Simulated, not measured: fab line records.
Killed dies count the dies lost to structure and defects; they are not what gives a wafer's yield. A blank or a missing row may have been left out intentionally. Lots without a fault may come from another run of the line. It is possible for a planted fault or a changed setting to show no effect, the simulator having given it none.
The tool behind it: which one? :: flow nand harc :: 33 wafers from 11 lots sampled at 5 of the route's 1302 steps

== WHAT THE GAUGES READ, wafer by wafer ==
NHARC_A_M1_OVL_MEAS_10: pitch 240 nm. Usual: overlay x nm 0.2 nm, standard deviation 0.93; overlay y nm -0.1 nm, standard deviation 0.73.
lot: L723
measured: day 24 02:33
on: overlay-02
overlay x nm (nm): -0.3 0.0 0.3
overlay y nm (nm): -0.9 -0.7 -0.2
flag: 

lot: L726
measured: day 24 17:00
on: overlay-01
overlay x nm (nm): 0.8 0.9 0.3
overlay y nm (nm): -0.3 -0.5 -0.5
flag: 

lot: L725
measured: day 24 18:23
on: overlay-01
overlay x nm (nm): -0.6 -0.7 -1.2
overlay y nm (nm): 0.2 0.2 -0.1
flag: 

lot: L727
measured: day 25 03:23
on: overlay-01
overlay x nm (nm): -1.6 -1.8 -1.1
overlay y nm (nm): 1.9 1.0 0.9
flag: 

lot: L728
measured: day 25 20:23
on: overlay-02
overlay x nm (nm): -1.2 -1.1 -1.2
overlay y nm (nm): -0.1 -0.5 -0.2
flag: 

lot: L730
measured: day 26 09:35
on: overlay-01
overlay x nm (nm): 0.1 0.5 0.7
overlay y nm (nm): 0.0 -0.2 -0.1
flag: 

lot: L731
measured: day 26 13:52
on: overlay-01
overlay x nm (nm): 0.6 0.1 0.3
overlay y nm (nm): 0.1 -0.6 -0.5
flag: 

lot: L734
measured: day 27 22:17
on: overlay-01
overlay x nm (nm): 0.9 0.9 0.8
overlay y nm (nm): 0.2 0.4 -0.2
flag: 

lot: L736
measured: day 28 09:37
on: overlay-02
overlay x nm (nm): 0.5 0.1 -0.4
overlay y nm (nm): 0.1 0.4 0.0
flag: 

lot: L737
measured: day 28 18:52
on: overlay-02
overlay x nm (nm): -1.8 -2.0 -2.1
overlay y nm (nm): -1.0 -1.1 -0.8
flag: 

lot: L743
measured: day 30 18:42
on: overlay-01
overlay x nm (nm): 1.5 0.8 0.8
overlay y nm (nm): 1.7 1.1 1.7
flag: 

NHARC_END_SORT_01. Usual: defect limited yield 91.9 %, standard deviation 2.7; killed at array 50, standard deviation 18; killed at other 0.8, standard deviation 1.1; killed at periphery 4.1, standard deviation 2.9; killed dies 55, standard deviation 18; killed open 3.5, standard deviation 1.9; killed short 2.4, standard deviation 1.5; sort_bin_2_pct 2.8 %, standard deviation 1.2; sort_bin_3_pct 0.6 %, standard deviation 0.37; sort_bin_4_pct 4.7 %, standard deviation 1.5; sort n pass 622, standard deviation 18; sort rim yield pct 90 %, standard deviation 4.4; sort yield pct 91.9 %, standard deviation 2.7.
lot: L730
measured: day 27 23:14
on: prober-01
defect limited yield (%): 87.0 88.8 88.9
killed at array: 83 75 70
killed at other: 1 0 2
killed at periphery: 4 1 3
killed dies: 88 76 75
killed open: 3 3 2
killed short: 1 4 0
sort_bin_2_pct (%): 4.7 4.4 4.4
sort_bin_3_pct (%): 1.3 0.6 1.2
sort_bin_4_pct (%): 6.9 6.2 5.5
sort n pass: 589 601 602
sort rim yield pct (%): 86 84 85
sort yield pct (%): 87.0 88.8 88.9
flag: 

lot: L737
measured: day 30 22:41
on: prober-01
defect limited yield (%): 95.6 95.0 94.4
killed at array: 28 29 35
killed at other: 1 1 0
killed at periphery: 1 4 3
killed dies: 30 34 38
killed open: 8 4 4
killed short: 1 1 2
sort_bin_2_pct (%): 0.9 1.3 1.6
sort_bin_3_pct (%): 0 0.4 0.3
sort_bin_4_pct (%): 3.5 3.2 3.7
sort n pass: 647 643 639
sort rim yield pct (%): 96 94 93
sort yield pct (%): 95.6 95.0 94.4
flag: 

== EACH LOT AND THE TOOL THAT RAN IT (in order: tool; ch and the chambers of the sampled wafers; start) ==
lot: L723
NHARC_A_M0_ETCH_15: rie diel-01 ch 0,2,3, day 24 00:37 or earlier
NHARC_A_M0_CMP_23: cmp-03 ch 1,2,3, day 24 00:37
NHARC_A_M1_ETCH_35: rie diel-13 ch 1,2,3, day 24 02:44

lot: L726
NHARC_A_M0_ETCH_15: rie diel-08 ch 1,2,3, day 24 15:07 or earlier
NHARC_A_M0_CMP_23: cmp-01 ch 1,2,3, day 24 15:07
NHARC_A_M1_ETCH_35: rie diel-13 ch 0,1,3, day 24 17:11

lot: L725
NHARC_A_M0_ETCH_15: rie diel-11 ch 2,3, day 24 16:24 or earlier
NHARC_A_M0_CMP_23: cmp-01 ch 0,3, day 24 16:24
NHARC_A_M1_ETCH_35: rie diel-13 ch 0,2,3, day 24 18:34

lot: L727
NHARC_A_M0_ETCH_15: rie diel-08 ch 0,1,3, day 25 01:27 or earlier
NHARC_A_M0_CMP_23: cmp-02 ch 1,2,3, day 25 01:27
NHARC_A_M1_ETCH_35: rie diel-07 ch 0,1,2, day 25 03:34

lot: L728
NHARC_A_M0_ETCH_15: rie diel-01 ch 1,3, day 25 17:56 or earlier
NHARC_A_M0_CMP_23: cmp-02 ch 0,1,2, day 25 17:56
NHARC_A_M1_ETCH_35: rie diel-13 ch 2,3, day 25 20:34

lot: L730
NHARC_A_M0_ETCH_15: rie diel-08 ch 2,3, day 26 07:42 or earlier
NHARC_A_M0_CMP_23: cmp-01 ch 0,1,2, day 26 07:42
NHARC_A_M1_ETCH_35: rie diel-13 ch 0,1,3, day 26 09:46

lot: L731
NHARC_A_M0_ETCH_15: rie diel-01 ch 0,3, day 26 11:31 or earlier
NHARC_A_M0_CMP_23: cmp-03 ch 1,2,3, day 26 11:31
NHARC_A_M1_ETCH_35: rie diel-13 ch 0,2,3, day 26 14:03

lot: L734
NHARC_A_M0_ETCH_15: rie diel-01 ch 0,2,3, day 27 20:10 or earlier
NHARC_A_M0_CMP_23: cmp-02 ch 1,2,3, day 27 20:10
NHARC_A_M1_ETCH_35: rie diel-13 ch 1,2, day 27 22:28

lot: L736
NHARC_A_M0_ETCH_15: rie diel-01 ch 0,2, day 28 07:29 or earlier
NHARC_A_M0_CMP_23: cmp-01 ch 2,3, day 28 07:29
NHARC_A_M1_ETCH_35: rie diel-07 ch 0,2,3, day 28 09:49

lot: L737
NHARC_A_M0_ETCH_15: rie diel-11 ch 0,1,2, day 28 17:02 or earlier
NHARC_A_M0_CMP_23: cmp-03 ch 0,1,3, day 28 17:02
NHARC_A_M1_ETCH_35: rie diel-07 ch 1,2,3, day 28 19:02

lot: L743
NHARC_A_M0_ETCH_15: rie diel-11 ch 2,3, day 30 16:55 or earlier
NHARC_A_M0_CMP_23: cmp-02 ch 0,1,2, day 30 16:55
NHARC_A_M1_ETCH_35: rie diel-07 ch 0,2, day 30 18:53
- NHARC_A_M0_ETCH_15: etches the open film in C4F8/Ar, target depth 150 nm, overetch 15 nm, time 82.5 s.
- NHARC_A_M0_CMP_23: polishes, t overpolish 20 s, target thk 113.75 nm.
- NHARC_A_M1_ETCH_35: etches the open film in N2/H2, target depth 40 nm, overetch 12 nm, time 43.94 s.

== AS READ BY THE TOOLS THEMSELVES (means over the sampled wafers that have a number; for cases with no such wafer, the mark the record gives instead) ==
NHARC_A_M0_ETCH_15. Usual: bias w 300.0 W, standard deviation 0.91; oes product au 0.953 a.u., standard deviation 0.021; rf vpp V 440.3 V, standard deviation 2.9.
lot: L723
tool: rie diel-01
bias w (W): 300.2
oes product au (a.u.): 0.967
rf vpp V (V): 440.5
flag: 

lot: L726
tool: rie diel-08
bias w (W): 300.0
oes product au (a.u.): 0.964
rf vpp V (V): 440.7
flag: 

lot: L725
tool: rie diel-11
bias w (W): 299.9
oes product au (a.u.): 0.953
rf vpp V (V): 439.4
flag: 

lot: L727
tool: rie diel-08
bias w (W): 300.2
oes product au (a.u.): 0.975
rf vpp V (V): 440.1
flag: 

lot: L728
tool: rie diel-01
bias w (W): 300.0
oes product au (a.u.): 0.930
rf vpp V (V): 441.9
flag: 

lot: L730
tool: rie diel-08
bias w (W): 299.5
oes product au (a.u.): 0.953
rf vpp V (V): 438.1
flag: 

lot: L731
tool: rie diel-01
bias w (W): 300.3
oes product au (a.u.): 0.969
rf vpp V (V): 443.0
flag: 

lot: L734
tool: rie diel-01
bias w (W): 300.7
oes product au (a.u.): 0.922
rf vpp V (V): 440.7
flag: 

lot: L736
tool: rie diel-01
bias w (W): 298.9
oes product au (a.u.): 0.930
rf vpp V (V): 439.5
flag: 

lot: L737
tool: rie diel-11
bias w (W): 299.7
oes product au (a.u.): 0.963
rf vpp V (V): 440.2
flag: 

lot: L743
tool: rie diel-11
bias w (W): 299.9
oes product au (a.u.): 0.919
rf vpp V (V): 440.7
flag: 

NHARC_A_M0_CMP_23. Usual: motor current A 12.0 A, standard deviation 1.2; slurry flow ml min 149.9, standard deviation 0.49; time to endpoint s 28.5 s, standard deviation 2.6.
lot: L723
tool: cmp-03
motor current A (A): 10.9
slurry flow ml min: 149.9
time to endpoint s (s): 28.9
flag: 

lot: L726
tool: cmp-01
motor current A (A): 12.9
slurry flow ml min: 150.1
time to endpoint s (s): 26.9
flag: 

lot: L725
tool: cmp-01
motor current A (A): 12.7
slurry flow ml min: 149.8
time to endpoint s (s): 31.9
flag: 

lot: L727
tool: cmp-02
motor current A (A): 10.9
slurry flow ml min: 149.7
time to endpoint s (s): 26.5
flag: 

lot: L728
tool: cmp-02
motor current A (A): 11.9
slurry flow ml min: 150.7
time to endpoint s (s): 31.1
flag: 

lot: L730
tool: cmp-01
motor current A (A): 12.4
slurry flow ml min: 150.2
time to endpoint s (s): 30.9
flag: 

lot: L731
tool: cmp-03
motor current A (A): 11.2
slurry flow ml min: 149.9
time to endpoint s (s): 25.3
flag: 

lot: L734
tool: cmp-02
motor current A (A): 11.0
slurry flow ml min: 149.6
time to endpoint s (s): 31.7
flag: 

lot: L736
tool: cmp-01
motor current A (A): 13.3
slurry flow ml min: 149.9
time to endpoint s (s): 28.6
flag: 

lot: L737
tool: cmp-03
motor current A (A): 11.8
slurry flow ml min: 149.8
time to endpoint s (s): 26.6
flag: 

lot: L743
tool: cmp-02
motor current A (A): 11.8
slurry flow ml min: 149.7
time to endpoint s (s): 28.0
flag: 

NHARC_A_M1_ETCH_35. Usual: bias w 150.0 W, standard deviation 0.5; drypump motor current A 5.6 A, standard deviation 0.65; oes product au 1.000 a.u., standard deviation 0.007; rf vpp V 431.8 V, standard deviation 2.1; showerhead plenum p Torr 2.09 Torr, standard deviation 0.071; throttle valve pct 14.171 %, standard deviation 0.01.
lot: L723
tool: rie diel-13
bias w (W): 150.1
drypump motor current A (A): 5.3
oes product au (a.u.): 1.001
rf vpp V (V): 431.3
showerhead plenum p Torr (Torr): 2.05
throttle valve pct (%): 14.177
flag: 

lot: L726
tool: rie diel-13
bias w (W): 149.4
drypump motor current A (A): 5.9
oes product au (a.u.): 1.002
rf vpp V (V): 431.0
showerhead plenum p Torr (Torr): 2.06
throttle valve pct (%): 14.156
flag: 

lot: L725
tool: rie diel-13
bias w (W): 150.0
drypump motor current A (A): 5.6
oes product au (a.u.): 1.002
rf vpp V (V): 429.7
showerhead plenum p Torr (Torr): 2.02
throttle valve pct (%): 14.175
flag: 

lot: L727
tool: rie diel-07
bias w (W): 149.5
drypump motor current A (A): 5.6
oes product au (a.u.): 1.005
rf vpp V (V): 432.8
showerhead plenum p Torr (Torr): 2.13
throttle valve pct (%): 14.186
flag: 

lot: L728
tool: rie diel-13
bias w (W): 150.2
drypump motor current A (A): 5.2
oes product au (a.u.): 0.999
rf vpp V (V): 429.6
showerhead plenum p Torr (Torr): 1.98
throttle valve pct (%): 14.169
flag: 

lot: L730
tool: rie diel-13
bias w (W): 149.9
drypump motor current A (A): 5.9
oes product au (a.u.): 0.999
rf vpp V (V): 430.8
showerhead plenum p Torr (Torr): 2.06
throttle valve pct (%): 14.172
flag: 

lot: L731
tool: rie diel-13
bias w (W): 149.8
drypump motor current A (A): 5.6
oes product au (a.u.): 1.005
rf vpp V (V): 430.2
showerhead plenum p Torr (Torr): 2.02
throttle valve pct (%): 14.172
flag: 

lot: L734
tool: rie diel-13
bias w (W): 149.6
drypump motor current A (A): 5.0
oes product au (a.u.): 0.999
rf vpp V (V): 431.5
showerhead plenum p Torr (Torr): 2.08
throttle valve pct (%): 14.173
flag: 

lot: L736
tool: rie diel-07
bias w (W): 150.2
drypump motor current A (A): 5.6
oes product au (a.u.): 0.999
rf vpp V (V): 431.0
showerhead plenum p Torr (Torr): 2.09
throttle valve pct (%): 14.163
flag: 

lot: L737
tool: rie diel-07
bias w (W): 150.3
drypump motor current A (A): 5.8
oes product au (a.u.): 1.004
rf vpp V (V): 431.8
showerhead plenum p Torr (Torr): 2.13
throttle valve pct (%): 14.168
flag: 

lot: L743
tool: rie diel-07
bias w (W): 149.9
drypump motor current A (A): 5.4
oes product au (a.u.): 0.889
rf vpp V (V): 431.6
showerhead plenum p Torr (Torr): 2.10
throttle valve pct (%): 14.172
flag: OFF

== THE ANSWER, worked out from the rows above alone ==
Rule: take the mean of a lot's wafers that have a number; if it is more than 3 standard deviations from the usual mean, the lot is off. A lot without any number at a reading at which 4 lots or more have one is off too. Any other lot the step has rows for is counted as sound. The gauges are gone through in route order, then the tools' own readings, and for those a lot's mean is taken as printed above. At the first step where some lot is off, the reading lying furthest off is the one used; lots without a number count as furthest.
Off: L743 (NHARC_A_M1_ETCH_35, oes product au).
If a tool, at that step or one of the process steps before it, ran each lot that is off and ran no sound lot following the first of them, it fits. Because NHARC_A_M0_ETCH_15 lacks a start for some lots, the hours and order of its lots are taken from NHARC_A_M0_CMP_23. Can't be told from this: 3 tools fit, rie diel-11 at NHARC_A_M0_ETCH_15, cmp-02 at NHARC_A_M0_CMP_23, rie diel-07 at NHARC_A_M1_ETCH_35.

== WHAT THE SIMULATOR HAD INSERTED ==
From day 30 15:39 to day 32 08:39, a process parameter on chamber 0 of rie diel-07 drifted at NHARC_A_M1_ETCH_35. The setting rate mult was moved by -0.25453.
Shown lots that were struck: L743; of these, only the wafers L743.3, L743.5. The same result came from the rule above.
